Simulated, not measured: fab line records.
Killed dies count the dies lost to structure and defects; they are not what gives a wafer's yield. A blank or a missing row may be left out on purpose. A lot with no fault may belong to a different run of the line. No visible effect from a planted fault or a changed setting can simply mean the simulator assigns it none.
2 desks looking at one fault | flow n5_finfet | what lay behind the numbers comes last; until then each desk has only its own

## TOOL OWNER'S DESK, rie_diel-02
The tool's own readings at N5_DUMMY_GATE_ETCH_37 (etches SOC in N2/H2, target depth 60 nm, overetch 30 nm): means of the sampled wafers that have a number, for each lot that ran on this tool. A lot is out of limits, marked OUT, if its mean lies more than 4 standard deviations from the usual mean; the brackets give that distance. Of its 8 readings 7 are shown: the one that was out of limits first, and those that lie furthest out on some lot.
Columns: A = drypump_motor_current_A at N5_DUMMY_GATE_ETCH_37, usual 5.8 A; B = h2_flow_sccm at N5_DUMMY_GATE_ETCH_37, usual 200.0 sccm; C = oes_product_au at N5_DUMMY_GATE_ETCH_37, usual 0.61 a.u.; D = rf_fwd_power_W at N5_DUMMY_GATE_ETCH_37, usual 831.6 W; E = rf_vpp_V at N5_DUMMY_GATE_ETCH_37, usual 523.7 V; F = showerhead_plenum_p_Torr at N5_DUMMY_GATE_ETCH_37, usual 2.53 Torr; G = throttle_valve_pct at N5_DUMMY_GATE_ETCH_37, usual 17.83 %
lot  | first seen here | A   | B     | C    | D               | E               | F    | G
L234 | day 4 04:40     | 5.7 | 199.4 | 0.70 | 834.9           | 524.7           | 2.57 | 17.59
L245 | day 7 00:04     | 5.4 | 199.7 | 0.66 | 628.9 (-72) OUT | 573.1 (+18) OUT | 2.52 | 17.64
L247 | day 7 10:32     | 5.7 | 199.8 | 0.61 | 632.0 (-71) OUT | 571.0 (+18) OUT | 2.48 | 17.78
This desk finds L245, L247 out of limits, L245 being first, at day 7 00:04 (rf_fwd_power_W at N5_DUMMY_GATE_ETCH_37). L234 stayed within limits.

## METROLOGY DESK
Lot by lot, what the gauges showed, no matter which tool ran the lot: averages of those sampled wafers that carry a number. A lot is out of limits, marked OUT, if its mean lies more than 4 standard deviations from the usual mean; the brackets give that distance. Shown here are 7 of its 11 readings, the ones lying furthest out on some lot.
Columns: A = thk_nm at N5_DUMMY_GATE_THK_MEAS_05, usual 72.0 nm; B = DIBL_N at N5_BEOL_M4_RC_MEAS_101, usual 36.0 mV/V; C = DIBL_P at N5_BEOL_M4_RC_MEAS_101, usual 36.7 mV/V; D = IOFF_N at N5_BEOL_M4_RC_MEAS_101, usual 0.16 nA/um; E = IOFF_P at N5_BEOL_M4_RC_MEAS_101, usual 0.21 nA/um; F = SS_N at N5_BEOL_M4_RC_MEAS_101, usual 71.5 mV/dec; G = SS_P at N5_BEOL_M4_RC_MEAS_101, usual 73.4 mV/dec
lot  | first seen here | A    | B    | C    | D    | E    | F    | G
L231 | day 3 06:32     | 69.7 | 36.4 | 36.8 | 0.17 | 0.19 | 71.7 | 73.9
L232 | day 3 11:50     | 72.4 | 38.5 | 38.9 | 0.20 | 0.27 | 71.8 | 73.7
L234 | day 3 23:58     | 72.2 | 36.9 | 37.8 | 0.17 | 0.23 | 71.1 | 72.7
L237 | day 4 19:07     | 70.2 | 36.8 | 37.4 | 0.16 | 0.22 | 71.8 | 73.8
L240 | day 5 14:35     | 72.3 | 37.2 | 37.0 | 0.19 | 0.23 | 71.7 | 73.6
L245 | day 6 19:29     | 71.6 | 33.5 | 33.5 | 0.12 | 0.15 | 70.6 | 72.9
L247 | day 7 05:49     | 71.7 | 29.8 | 31.1 | 0.09 | 0.13 | 69.9 | 72.1
L249 | day 7 19:40     | 71.7 | 34.9 | 35.6 | 0.16 | 0.22 | 71.4 | 73.0
L251 | day 8 06:20     | 72.5 | 35.8 | 38.0 | 0.16 | 0.22 | 71.2 | 73.5
Result from this desk: across the 9 lots, nothing is out of limits.

## ALL TOGETHER
The tool owner's desk had the chance to raise an alarm at day 7 00:04 on L245, L247.
From the metrology desk's view, nothing was out of limits.
The metrology desk has L245, L247 on record, within its limits.
Every lot named ran N5_DUMMY_GATE_ETCH_37 on rie_diel-02.

## WHAT THE SIMULATOR PUT IN
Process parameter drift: rie_diel-02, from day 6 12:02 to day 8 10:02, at N5_DUMMY_GATE_ETCH_37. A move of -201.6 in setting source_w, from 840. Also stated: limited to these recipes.
Shown lots that were struck: L245, L247.
Delay in hours, fault start to first out-of-limits reading, by desk: the tool owner's desk at 12.
